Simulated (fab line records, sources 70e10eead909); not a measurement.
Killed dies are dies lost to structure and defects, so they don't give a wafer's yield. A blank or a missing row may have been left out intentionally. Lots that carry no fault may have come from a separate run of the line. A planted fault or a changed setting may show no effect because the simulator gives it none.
Matching of chambers ; flow nand-harc ; NHARC_A_ONON_D1_DEP_33 on pecvd-02 has 3 sister chambers
The step deposits SiO2, target thk 200 nm. 6 wafers are shown with their chamber, then 12 later ones without.

## WAFERS PAIRED WITH THEIR CHAMBERS
wafer;chamber;throttle-valve-pct (%);heater-power-w (W)
L090.6;2;16.6;526
L091.3;0;15.8;473
L091.4;0;15.8;492
L093.2;1;15.7;580
L093.5;1;15.4;611
L093.6;2;16.9;552

## WAFERS MISSING THEIR CHAMBER
wafer;throttle-valve-pct (%);heater-power-w (W)
L094.3;16.7;604
L094.4;17.0;609
L094.6;15.2;628
L095.2;15.8;480
L095.4;16.7;673
L095.6;15.9;495
L096.3;15.3;514
L096.4;16.1;528
L096.6;16.9;619
L097.2;16.9;536
L097.3;15.6;513
L097.5;16.9;558

## WHICH CHAMBER EACH ONE RAN IN
wafer;from the rows above;in truth
L094.3;2;2
L094.4;2;2
L094.6;1;1
L095.2;0;0
L095.4;can't be placed: 2 or 1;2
L095.6;0;0
L096.3;can't be placed: 0 or 1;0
L096.4;can't be placed: 0 or 2 or 1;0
L096.6;2;2
L097.2;2;2
L097.3;0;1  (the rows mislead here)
L097.5;2;2
Placed correctly: 8 of 12. Not placeable from these rows: 3 (in 3, the candidates include the true chamber). Placed wrongly: 1.
How it was worked out, from the rows above alone: a wafer's distance from a chamber is the root of the sum, over the readings, of the square of ((its reading less the chamber's mean) divided by the reading's scatter). The wafer belongs to the nearest chamber; if the next one is less than 2 further off, it can't be placed. For every chamber, the mean is computed from those of its wafers that are shown. The scatter: the root of (the sum of the squares of (reading less its chamber's mean) over the shown wafers, divided by (wafers less chambers)).
